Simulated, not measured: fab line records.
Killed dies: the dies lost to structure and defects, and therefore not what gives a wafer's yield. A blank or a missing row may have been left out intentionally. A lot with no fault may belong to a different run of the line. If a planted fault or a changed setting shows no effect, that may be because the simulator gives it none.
A struck lot beside a sound one ; flow n5 finfet ; 31 steps out of a route of 1938
Sound: the wafers L733.2, L733.4, L733.6. Struck: wafers L729.1, L729.4, L729.6. At the end, the cause is stated.
At each step with rows: each side's tool, then ch and its chambers, then its first start. Under that, the readings that differ: sound wafers ; struck wafers ; difference of the means ; sigmas: that difference in standard deviations of wafers without a fault.
alike: same words and numbers on both sides, and readings whose means sit less than 2 such deviations apart. not compared: any withheld reading, any reading some wafer has no value for, any bound like >300 that may hide the same value, and any number with overlapping values for which the record gives no deviation.
A row with sigmas, a row that says differs or no value, or rows on one side alone: a step with any of these is where the two part. Non-overlapping numbers with no deviation appear without sigmas and do not part them. Lack of a reading on every wafer of one side parts them only where that side has two or more wafers.

first, 9 steps without rows for these wafers: N5_BEOL_M7_DESCUM_33 (chemistry O2, time 7 s); N5_BEOL_M7_ETCH_72 (etches underlayer in N2/H2, target depth 6.5 nm, time 5.2 s); N5_BEOL_M7_ETCH_65 (etches SiARC in CF4, target depth 15.6 nm, time 26 s); N5_BEOL_M7_ETCH_66 (etches SOC in N2/H2, target depth 80 nm, overetch 16 nm, time 120 s); N5_BEOL_M7_STRIP_69 (strips in N2/H2); N5_BEOL_M7_STRIP_73 (strips in N2/H2); N5_BEOL_M7_VIA_ETCH_34 (etches SiCOH lowk in C4F6/O2, target depth 125.5 nm, time 50.5 s); N5_BEOL_M7_STRIP_76 (strips in C4F6/O2); N5_BEOL_M7_STRIP_36 (strips in N2/H2).
N5_BEOL_M7_TRENCH_ETCH_37: etches SiCOH lowk in C4F6/O2, target depth 93.478 nm, time 31.2 s.
  sound on rie diel-06 ch 0,1, day 14 19:43; struck on rie diel-02 ch 0,1, day 13 15:13
reading;sound;struck;difference;sigmas
bias w (W);184.5 185.6 184.5;163.7 163.3 163.6;-21.3;-39
rf vpp V (V);651 679 653;608 598 608;-56;-9
throttle valve pct (%);21.00 21.34 21.01;20.62 20.73 20.63;-0.46;-2
model.etch.depth nm (nm);92.79 92.1 93.49;89.37 88.67 89.48;-3.62;
model.BEOL_M7.feature depth nm (nm);92.8 92 93.4;89.4 88.6 89.4;-3.6;
  alike: C4F6_flow_sccm, drypump motor current A, oes product au, showerhead plenum p Torr
  not compared: rf hours counter h
then, 2 steps without rows for these wafers: N5_BEOL_M7_ETCH_41 (etches SiCN in CH3F/O2, target depth 31.9 nm, time 57.8 s); N5_BEOL_M7_STRIP_80 (strips in N2/H2, time 10 s).
N5_BEOL_M7_OCD_MEAS_38:
  sound on ocd-02 at day 14 19:52; struck on ocd-01 at day 13 15:22
reading;sound;struck;difference;sigmas
trench depth nm (nm);93.0 92.6 93.9;89.4 88.4 90.0;-3.9;-4
then, 13 steps without rows for these wafers: N5_BEOL_M7_HM_STRIP_39 (strips TiN in peroxide tin strip, target depth 25 nm, time 158 s); N5_BEOL_M7_SRD_40 (time 30 s); N5_BEOL_M7_PRECLEAN_42 (cleans in residue remover, time 60 s); N5_BEOL_M7_SRD_43 (time 30 s); N5_BEOL_M7_CURE_75 (cures SiCOH lowk, time 120 s); N5_BEOL_M7_DEGAS_44 (time 60 s); N5_BEOL_M7_PRE_CLEAN_45 (time 30 s); N5_BEOL_M7_ALD_77 (deposits TaN, target thk 2 nm, pulse time 2 s, purge time 3 s); N5_BEOL_M7_SURFACE_TREAT_79; N5_BEOL_M7_CVD_78 (deposits Co from CCTBA/H2, target thk 2 nm, time 142.3 s); N5_BEOL_M7_SPUTTER_48 (material Cu, target thk 10 nm, time 1.667 s); N5_BEOL_M7_ECD_50 (material Cu, target thk 300 nm); N5_BEOL_M7_ANNEAL_51 (time 90 s).
N5_BEOL_M7_CMP_52: polishes, stops on SiCOH lowk, t overpolish 6.9 s, target thk 80 nm.
  sound on cmp-03 ch 0,2,3, day 14 22:45; struck on cmp-03 ch 0,1,3, day 13 17:29
reading;sound;struck;difference;sigmas
barrier field endpoint s (s);30.0 31.8 30.8;29.6 29.1 29.0;-1.6;-2
time to endpoint s (s);70.5 70.0 66.7;61.3 61.5 60.5;-8.0;-3
model.Cu_of_BEOL_M7_ECD_50.thk nm (nm);81 79.6 79.8;75.8 74.2 76.2;-4.7;
  alike: motor current A, overpolish run s, platen rpm
then, 2 steps without rows for these wafers: N5_BEOL_M7_PRE_CLEAN_55 (time 15 s); N5_BEOL_M7_DEP_56 (deposits SiCN from 3MS/NH3, target thk 10 nm, time 17.5 s).
N5_BEOL_M7_RS_MEAS_57: measures by four-point-probe.
  sound on film metro-01 at day 14 23:08; struck on film metro-02 at day 13 17:50
reading;sound;struck;difference;sigmas
M7_RS (ohm/sq);0.281 0.287 0.286;0.305 0.312 0.302;+0.022;+4
N5_PASSIVATION_PROBE_49:
  sound wafers here have rows in the record (prober-02, day 18 06:28); struck ones have none

## WHERE THEY PART
Last at N5_PASSIVATION_PROBE_49 as far as this record goes, first at N5_BEOL_M7_TRENCH_ETCH_37.

WHY: whatever the simulator had introduced
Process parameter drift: rie diel-02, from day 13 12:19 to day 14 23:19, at N5_BEOL_M7_TRENCH_ETCH_37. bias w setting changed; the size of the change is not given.
